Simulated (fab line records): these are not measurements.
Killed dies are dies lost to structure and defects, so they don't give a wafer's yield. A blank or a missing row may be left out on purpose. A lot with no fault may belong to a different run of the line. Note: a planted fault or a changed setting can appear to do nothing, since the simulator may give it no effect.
fab line records / flow n5-finfet / part 2 of 2: steps 23 to 35 of 35
record lots=5 wafers=15 last-day=16
route steps=1938 shown BEOL_M4@1023
lots untouched by any fault: they come from a run of this same line in which no faults occurred
start-h: start of the lot's first displayed wafer, in hours after the record's first day / wait-h: time in hours since the lot's previous step / " same as the row above / L1.1+2: one row covering several wafers at once / - no value present, or no start provided / * or withheld: withheld / < > ~ a bound
route shown NAME@n: a module of which the file shows steps, and the number in the route of the first / usual: the fault-free wafers' mean and standard deviation / same: alike in all rows / chamber/n: place in a boat / sites: per-site readings / _std_site: the values' standard deviation / _edge_site: inner sites' mean taken away from outer sites' mean / radius-mm: for every site, how far away it sits from the centre of the wafer / mask NAME#n: copy n / behind: the most recent tool/chamber to have shaped the wafer / hold: reason for holding the lot/hours on hold/outcome of the hold / device: transistor that didn't switch, given as n, p or np / end of line: tests run on the same wafers once the route is complete / where a step has no rows: the recipe by itself / killed: dies lost to structure and defects at the first sort, not the wafer's yield / map: a wafer's dies, x killed, . not, _ none there
set.NAME: the setting as run; set.NAME@STEP: as run at that earlier step / model.NAME: the simulator's own value behind a step, which no gauge read
lots at some steps of the route; a table a step, a row a wafer
services: when a tool's chamber went out of use (start-h, in hours from the record's first day, below 0 if earlier), for how many hours, and the reason
## steps
# step N5_BEOL_M4_STRIP_19
# recipe chemistry=O2 power-w=400 temp-c=40 pressure-mtorr=30 rf-frequency-hz=6e+07 bias-power-w=0 overash-fraction=0.2 o2-flow-sccm=225
# usual drypump-motor-current-A=5.7/0.38 oes-product-au=0.79/0.1 rf-vpp-V=3.6/0.49 showerhead-plenum-p-Torr=2.08/0.067 throttle-valve-pct=16.81/0.23
lot.wafer=L075.1 tool=rie-diel-06 chamber=0 start-h=150.88 wait-h=0.2 drypump-motor-current-A=5.9 oes-product-au=0.66 rf-hours-counter-h=265 rf-vpp-V=3.3 showerhead-plenum-p-Torr=2.13 throttle-valve-pct=16.81
lot.wafer=L075.2 tool=rie-diel-06 chamber=2 start-h=150.88 wait-h=0.2 drypump-motor-current-A=5.3 oes-product-au=0.73 rf-hours-counter-h=198 rf-vpp-V=3.4 showerhead-plenum-p-Torr=2.00 throttle-valve-pct=16.91
lot.wafer=L075.4 tool=rie-diel-06 chamber=0 start-h=150.88 wait-h=0.2 drypump-motor-current-A=5.9 oes-product-au=0.66 rf-hours-counter-h=- rf-vpp-V=4.6 showerhead-plenum-p-Torr=2.13 throttle-valve-pct=16.82
lot.wafer=L086.3 tool=rie-diel-04 chamber=3 start-h=222.66 wait-h=0.1 drypump-motor-current-A=5.6 oes-product-au=0.71 rf-hours-counter-h=214 rf-vpp-V=3.4 showerhead-plenum-p-Torr=2.08 throttle-valve-pct=16.99
lot.wafer=L086.5 tool=rie-diel-04 chamber=0 start-h=222.66 wait-h=0.1 drypump-motor-current-A=6.2 oes-product-au=0.78 rf-hours-counter-h=- rf-vpp-V=4.4 showerhead-plenum-p-Torr=2.03 throttle-valve-pct=16.73
lot.wafer=L086.6 tool=rie-diel-04 chamber=1 start-h=222.66 wait-h=0.1 drypump-motor-current-A=5.4 oes-product-au=0.86 rf-hours-counter-h=- rf-vpp-V=3.5 showerhead-plenum-p-Torr=2.11 throttle-valve-pct=16.66
lot.wafer=L090.2 tool=rie-diel-04 chamber=2 start-h=238.26 wait-h=0.2 drypump-motor-current-A=6.3 oes-product-au=0.72 rf-hours-counter-h=207 rf-vpp-V=3.4 showerhead-plenum-p-Torr=1.99 throttle-valve-pct=16.71
lot.wafer=L090.3 tool=rie-diel-04 chamber=0 start-h=238.26 wait-h=0.2 drypump-motor-current-A=6.2 oes-product-au=0.76 rf-hours-counter-h=126 rf-vpp-V=3.2 showerhead-plenum-p-Torr=2.03 throttle-valve-pct=16.74
lot.wafer=L090.5 tool=rie-diel-04 chamber=0 start-h=238.26 wait-h=0.2 drypump-motor-current-A=6.1 oes-product-au=0.76 rf-hours-counter-h=- rf-vpp-V=2.5 showerhead-plenum-p-Torr=2.03 throttle-valve-pct=16.74
lot.wafer=L095.3 tool=rie-diel-04 chamber=3 start-h=273.14 wait-h=0.1 drypump-motor-current-A=5.7 oes-product-au=0.70 rf-hours-counter-h=234 rf-vpp-V=3.7 showerhead-plenum-p-Torr=2.07 throttle-valve-pct=17.03
lot.wafer=L095.5 tool=rie-diel-04 chamber=0 start-h=273.14 wait-h=0.1 drypump-motor-current-A=6.2 oes-product-au=0.76 rf-hours-counter-h=- rf-vpp-V=4.5 showerhead-plenum-p-Torr=2.02 throttle-valve-pct=16.76
lot.wafer=L095.6 tool=rie-diel-04 chamber=3 start-h=273.14 wait-h=0.1 drypump-motor-current-A=5.7 oes-product-au=0.70 rf-hours-counter-h=- rf-vpp-V=4.1 showerhead-plenum-p-Torr=2.07 throttle-valve-pct=17.03
lot.wafer=L096.1 tool=rie-diel-06 chamber=1 start-h=288.57 wait-h=0.1 drypump-motor-current-A=6.1 oes-product-au=0.94 rf-hours-counter-h=13 rf-vpp-V=3.9 showerhead-plenum-p-Torr=2.14 throttle-valve-pct=16.54
lot.wafer=L096.5 tool=rie-diel-06 chamber=1 start-h=288.57 wait-h=0.1 drypump-motor-current-A=6.1 oes-product-au=0.94 rf-hours-counter-h=- rf-vpp-V=3.2 showerhead-plenum-p-Torr=2.14 throttle-valve-pct=16.54
lot.wafer=L096.6 tool=rie-diel-06 chamber=3 start-h=288.57 wait-h=0.1 drypump-motor-current-A=5.9 oes-product-au=0.91 rf-hours-counter-h=- rf-vpp-V=3.6 showerhead-plenum-p-Torr=2.04 throttle-valve-pct=16.85
# step N5_BEOL_M4_CD_MEAS_18
# recipe pitch-nm=36 target-cd-nm=18
# usual cd-nm=18.0/0.38
lot.wafer=L075.1 tool=cd-sem-03 chamber=- start-h=150.95 wait-h=0.0 cd-nm=18.3
lot.wafer=L075.2 tool=cd-sem-03 chamber=- start-h=150.95 wait-h=0.0 cd-nm=18.5
lot.wafer=L075.4 tool=cd-sem-03 chamber=- start-h=150.95 wait-h=0.0 cd-nm=18.0
lot.wafer=L086.3 tool=cd-sem-03 chamber=- start-h=222.74 wait-h=0.1 cd-nm=17.5
lot.wafer=L086.5 tool=cd-sem-03 chamber=- start-h=222.74 wait-h=0.1 cd-nm=17.8
lot.wafer=L086.6 tool=cd-sem-03 chamber=- start-h=222.74 wait-h=0.1 cd-nm=17.8
lot.wafer=L090.2 tool=cd-sem-03 chamber=- start-h=238.33 wait-h=0.1 cd-nm=17.8
lot.wafer=L090.3 tool=cd-sem-03 chamber=- start-h=238.33 wait-h=0.1 cd-nm=18.3
lot.wafer=L090.5 tool=cd-sem-03 chamber=- start-h=238.33 wait-h=0.1 cd-nm=18.2
lot.wafer=L095.3 tool=cd-sem-03 chamber=- start-h=273.22 wait-h=0.1 cd-nm=17.8
lot.wafer=L095.5 tool=cd-sem-03 chamber=- start-h=273.22 wait-h=0.1 cd-nm=18.2
lot.wafer=L095.6 tool=cd-sem-03 chamber=- start-h=273.22 wait-h=0.1 cd-nm=17.4
lot.wafer=L096.1 tool=cd-sem-02 chamber=- start-h=288.64 wait-h=0.0 cd-nm=18.7
lot.wafer=L096.5 tool=cd-sem-02 chamber=- start-h=288.64 wait-h=0.0 cd-nm=18.1
lot.wafer=L096.6 tool=cd-sem-02 chamber=- start-h=288.64 wait-h=0.0 cd-nm=18.2
# step N5_BEOL_M4_COAT_67
# recipe resist=SOC temp-c=250 time-s=60 spin-rpm=1500 resist-thk-nm=60
lot.wafer=L075.1+2+4 tool=litho-track-02 chamber=0 start-h=150.99 wait-h=0.0
lot.wafer=L086.3+5+6 tool=litho-track-05 chamber=0 start-h=222.77 wait-h=0.0
lot.wafer=L090.2+3+5 tool=litho-track-05 chamber=0 start-h=238.37 wait-h=0.0
lot.wafer=L095.3+5+6 tool=litho-track-05 chamber=0 start-h=273.25 wait-h=0.0
lot.wafer=L096.1+5+6 tool=litho-track-05 chamber=0 start-h=288.68 wait-h=0.0
# step N5_BEOL_M4_COAT_68
# recipe resist=SiARC temp-c=220 time-s=60 spin-rpm=1500 resist-thk-nm=12
lot.wafer=L075.1+2+4 tool=litho-track-02 chamber=0 start-h=- wait-h=-
lot.wafer=L086.3+5+6 tool=litho-track-05 chamber=0 start-h=- wait-h=-
lot.wafer=L090.2+3+5 tool=litho-track-05 chamber=0 start-h=- wait-h=-
lot.wafer=L095.3+5+6 tool=litho-track-05 chamber=0 start-h=- wait-h=-
lot.wafer=L096.1+5+6 tool=litho-track-05 chamber=0 start-h=- wait-h=-
# step N5_BEOL_M4_COAT_76
# recipe resist=underlayer temp-c=205 time-s=60 spin-rpm=1500 resist-thk-nm=5
lot.wafer=L075.1+2+4 tool=litho-track-02 chamber=0 start-h=- wait-h=-
lot.wafer=L086.3+5+6 tool=litho-track-05 chamber=0 start-h=- wait-h=-
lot.wafer=L090.2+3+5 tool=litho-track-05 chamber=0 start-h=- wait-h=-
lot.wafer=L095.3+5+6 tool=litho-track-05 chamber=0 start-h=- wait-h=-
lot.wafer=L096.1+5+6 tool=litho-track-05 chamber=0 start-h=- wait-h=-
# step N5_BEOL_M4_COAT_22
# recipe resist=CAR-EUV spin-rpm=1500 resist-thk-nm=30
lot.wafer=L075.1+2+4 tool=litho-track-02 chamber=0 start-h=- wait-h=-
lot.wafer=L086.3+5+6 tool=litho-track-05 chamber=0 start-h=- wait-h=-
lot.wafer=L090.2+3+5 tool=litho-track-05 chamber=0 start-h=- wait-h=-
lot.wafer=L095.3+5+6 tool=litho-track-05 chamber=0 start-h=- wait-h=-
lot.wafer=L096.1+5+6 tool=litho-track-05 chamber=0 start-h=- wait-h=-
# step N5_BEOL_M4_EBR_24
# recipe solvent=PGMEA ebr-width-mm=1.5
lot.wafer=L075.1+2+4 tool=litho-track-02 chamber=0 start-h=- wait-h=-
lot.wafer=L086.3+5+6 tool=litho-track-05 chamber=0 start-h=- wait-h=-
lot.wafer=L090.2+3+5 tool=litho-track-05 chamber=0 start-h=- wait-h=-
lot.wafer=L095.3+5+6 tool=litho-track-05 chamber=0 start-h=- wait-h=-
lot.wafer=L096.1+5+6 tool=litho-track-05 chamber=0 start-h=- wait-h=-
# step N5_BEOL_M4_SOFTBAKE_23
# recipe temp-c=110 time-s=60 resist=CAR-EUV
lot.wafer=L075.1+2+4 tool=litho-track-02 chamber=0 start-h=- wait-h=-
lot.wafer=L086.3+5+6 tool=litho-track-05 chamber=0 start-h=- wait-h=-
lot.wafer=L090.2+3+5 tool=litho-track-05 chamber=0 start-h=- wait-h=-
lot.wafer=L095.3+5+6 tool=litho-track-05 chamber=0 start-h=- wait-h=-
lot.wafer=L096.1+5+6 tool=litho-track-05 chamber=0 start-h=- wait-h=-
# step N5_BEOL_M4_EXPOSE_25
# recipe mask-id=V3 na=0.33 source-shape=quasar sigma-inner=0.2 sigma-outer=0.8 polarization=unpolarized defocus-nm=5 dose-mj=63
# usual stage-msd-nm=0.907/0.014
lot.wafer=L075.1 tool=euv-scanner-01 chamber=0 start-h=151.25 wait-h=- mask=V3#0 stage-msd-nm=0.897
lot.wafer=L075.2 tool=euv-scanner-01 chamber=0 start-h=151.25 wait-h=- mask=V3#0 stage-msd-nm=0.898
lot.wafer=L075.4 tool=euv-scanner-01 chamber=0 start-h=151.25 wait-h=- mask=V3#0 stage-msd-nm=0.895
lot.wafer=L086.3 tool=euv-scanner-02 chamber=0 start-h=223.05 wait-h=- mask=V3#0 stage-msd-nm=0.922
lot.wafer=L086.5 tool=euv-scanner-02 chamber=0 start-h=223.05 wait-h=- mask=V3#0 stage-msd-nm=0.920
lot.wafer=L086.6 tool=euv-scanner-02 chamber=0 start-h=223.05 wait-h=- mask=V3#0 stage-msd-nm=0.924
lot.wafer=L090.2 tool=euv-scanner-02 chamber=0 start-h=238.64 wait-h=- mask=V3#0 stage-msd-nm=0.921
lot.wafer=L090.3 tool=euv-scanner-02 chamber=0 start-h=238.64 wait-h=- mask=V3#0 stage-msd-nm=0.922
lot.wafer=L090.5 tool=euv-scanner-02 chamber=0 start-h=238.64 wait-h=- mask=V3#0 stage-msd-nm=0.924
lot.wafer=L095.3 tool=euv-scanner-02 chamber=0 start-h=273.53 wait-h=- mask=V3#0 stage-msd-nm=0.917
lot.wafer=L095.5 tool=euv-scanner-02 chamber=0 start-h=273.53 wait-h=- mask=V3#0 stage-msd-nm=0.917
lot.wafer=L095.6 tool=euv-scanner-02 chamber=0 start-h=273.53 wait-h=- mask=V3#0 stage-msd-nm=0.914
lot.wafer=L096.1 tool=euv-scanner-01 chamber=0 start-h=288.94 wait-h=- mask=V3#0 stage-msd-nm=0.907
lot.wafer=L096.5 tool=euv-scanner-01 chamber=0 start-h=288.94 wait-h=- mask=V3#0 stage-msd-nm=0.906
lot.wafer=L096.6 tool=euv-scanner-01 chamber=0 start-h=288.94 wait-h=- mask=V3#0 stage-msd-nm=0.912
# step N5_BEOL_M4_PEB_26
# recipe peb-temp-c=100 peb-time-s=60 resist=CAR-EUV
lot.wafer=L075.1+2+4 tool=litho-track-02 chamber=0 start-h=151.33 wait-h=0.1
lot.wafer=L086.3+5+6 tool=litho-track-01 chamber=0 start-h=223.11 wait-h=0.1
lot.wafer=L090.2+3+5 tool=litho-track-02 chamber=0 start-h=238.71 wait-h=0.1
lot.wafer=L095.3+5+6 tool=litho-track-01 chamber=0 start-h=273.60 wait-h=0.1
lot.wafer=L096.1+5+6 tool=litho-track-02 chamber=0 start-h=289.02 wait-h=0.1
# step N5_BEOL_M4_DEVELOP_27
# recipe develop-time-s=30 developer=TMAH resist=CAR-EUV rinse-liquid=surfactant-rinse dry=air-spin dev-temp-c=23
# same develop-time-s=30
lot.wafer=L075.1+2+4 tool=litho-track-02 chamber=0 start-h=- wait-h=-
lot.wafer=L086.3+5+6 tool=litho-track-01 chamber=0 start-h=- wait-h=-
lot.wafer=L090.2+3+5 tool=litho-track-02 chamber=0 start-h=- wait-h=-
lot.wafer=L095.3+5+6 tool=litho-track-01 chamber=0 start-h=- wait-h=-
lot.wafer=L096.1+5+6 tool=litho-track-02 chamber=0 start-h=- wait-h=-
# step N5_BEOL_M4_CD_MEAS_28
# recipe target-cd-nm=26.2 landing-energy-ev=500 detector=se-inlens target-cd-y-nm=24.1 polarity=opening
# usual cd-nm=26.20/0.25
lot.wafer=L075.1 tool=cd-sem-03 chamber=0 start-h=151.39 wait-h=- cd-nm=26.47
lot.wafer=L075.2 tool=cd-sem-03 chamber=0 start-h=151.39 wait-h=- cd-nm=26.30
lot.wafer=L075.4 tool=cd-sem-03 chamber=0 start-h=151.39 wait-h=- cd-nm=26.67
lot.wafer=L086.3 tool=cd-sem-03 chamber=0 start-h=223.18 wait-h=- cd-nm=26.20
lot.wafer=L086.5 tool=cd-sem-03 chamber=0 start-h=223.18 wait-h=- cd-nm=26.25
lot.wafer=L086.6 tool=cd-sem-03 chamber=0 start-h=223.18 wait-h=- cd-nm=26.14
lot.wafer=L090.2 tool=cd-sem-01 chamber=0 start-h=238.77 wait-h=- cd-nm=26.37
lot.wafer=L090.3 tool=cd-sem-01 chamber=0 start-h=238.77 wait-h=- cd-nm=26.36
lot.wafer=L090.5 tool=cd-sem-01 chamber=0 start-h=238.77 wait-h=- cd-nm=26.13
lot.wafer=L095.3 tool=cd-sem-01 chamber=0 start-h=273.66 wait-h=- cd-nm=25.77
lot.wafer=L095.5 tool=cd-sem-01 chamber=0 start-h=273.66 wait-h=- cd-nm=26.01
lot.wafer=L095.6 tool=cd-sem-01 chamber=0 start-h=273.66 wait-h=- cd-nm=26.03
lot.wafer=L096.1 tool=cd-sem-02 chamber=0 start-h=289.09 wait-h=- cd-nm=26.28
lot.wafer=L096.5 tool=cd-sem-02 chamber=0 start-h=289.09 wait-h=- cd-nm=26.36
lot.wafer=L096.6 tool=cd-sem-02 chamber=0 start-h=289.09 wait-h=- cd-nm=25.81
# step N5_BEOL_M4_OVL_MEAS_29
# recipe points-per-wafer=522
# usual V3_OVL=-0.4/0.69
lot.wafer=L075.1 tool=overlay-02 chamber=0 start-h=151.42 wait-h=0.0 V3_OVL[nm]=-0.8
lot.wafer=L075.2 tool=overlay-02 chamber=0 start-h=151.42 wait-h=0.0 V3_OVL[nm]=-0.3
lot.wafer=L075.4 tool=overlay-02 chamber=0 start-h=151.42 wait-h=0.0 V3_OVL[nm]=-0.8
lot.wafer=L086.3 tool=overlay-01 chamber=0 start-h=223.22 wait-h=0.0 V3_OVL[nm]=-0.1
lot.wafer=L086.5 tool=overlay-01 chamber=0 start-h=223.22 wait-h=0.0 V3_OVL[nm]=-0.2
lot.wafer=L086.6 tool=overlay-01 chamber=0 start-h=223.22 wait-h=0.0 V3_OVL[nm]=1.2
lot.wafer=L090.2 tool=overlay-02 chamber=0 start-h=238.81 wait-h=0.0 V3_OVL[nm]=-0.6
lot.wafer=L090.3 tool=overlay-02 chamber=0 start-h=238.81 wait-h=0.0 V3_OVL[nm]=0.2
lot.wafer=L090.5 tool=overlay-02 chamber=0 start-h=238.81 wait-h=0.0 V3_OVL[nm]=0.4
lot.wafer=L095.3 tool=overlay-01 chamber=0 start-h=273.70 wait-h=0.0 V3_OVL[nm]=-1.7
lot.wafer=L095.5 tool=overlay-01 chamber=0 start-h=273.70 wait-h=0.0 V3_OVL[nm]=-1.1
lot.wafer=L095.6 tool=overlay-01 chamber=0 start-h=273.70 wait-h=0.0 V3_OVL[nm]=-1.7
lot.wafer=L096.1 tool=overlay-01 chamber=0 start-h=289.12 wait-h=0.0 V3_OVL[nm]=0.0
lot.wafer=L096.5 tool=overlay-01 chamber=0 start-h=289.12 wait-h=0.0 V3_OVL[nm]=-0.3
lot.wafer=L096.6 tool=overlay-01 chamber=0 start-h=289.12 wait-h=0.0 V3_OVL[nm]=-1.1
## services
tool=euv-scanner-01 chamber=- start-h=129.62 hours=1.0 kind=pm
tool=euv-scanner-01 chamber=- start-h=136.53 hours=4.6 kind=pm
tool=pecvd-03 chamber=0 start-h=146.19 hours=21.5 kind=repair
tool=rie-metal-02 chamber=- start-h=150.85 hours=2.8 kind=pm
tool=pecvd-01 chamber=0 start-h=155.28 hours=4.9 kind=repair
tool=rie-diel-02 chamber=1 start-h=162.23 hours=15.8 kind=repair
tool=euv-scanner-01 chamber=- start-h=166.24 hours=5.8 kind=pm
tool=pecvd-03 chamber=- start-h=171.75 hours=3.1 kind=repair
tool=euv-scanner-01 chamber=- start-h=174.23 hours=1.2 kind=repair
tool=euv-scanner-02 chamber=- start-h=179.71 hours=1.0 kind=pm
tool=pecvd-02 chamber=0 start-h=180.51 hours=9.0 kind=repair
tool=euv-scanner-01 chamber=- start-h=185.75 hours=1.0 kind=pm
tool=rie-diel-02 chamber=- start-h=192.75 hours=0.2 kind=repair
tool=pecvd-03 chamber=1 start-h=206.10 hours=6.1 kind=repair
tool=rie-diel-04 chamber=0 start-h=208.52 hours=8.1 kind=repair
tool=rie-diel-06 chamber=- start-h=224.00 hours=4.3 kind=pm
tool=euv-scanner-02 chamber=- start-h=225.07 hours=5.8 kind=pm
tool=euv-scanner-02 chamber=- start-h=235.88 hours=1.0 kind=pm
tool=euv-scanner-01 chamber=- start-h=241.90 hours=1.0 kind=pm
tool=rie-diel-02 chamber=2 start-h=266.21 hours=11.0 kind=repair
tool=pecvd-03 chamber=- start-h=271.33 hours=1.2 kind=repair
tool=rie-metal-02 chamber=0 start-h=273.31 hours=12.5 kind=repair
tool=rie-diel-04 chamber=- start-h=279.19 hours=1.3 kind=repair
tool=rie-diel-04 chamber=2 start-h=280.55 hours=4.1 kind=repair
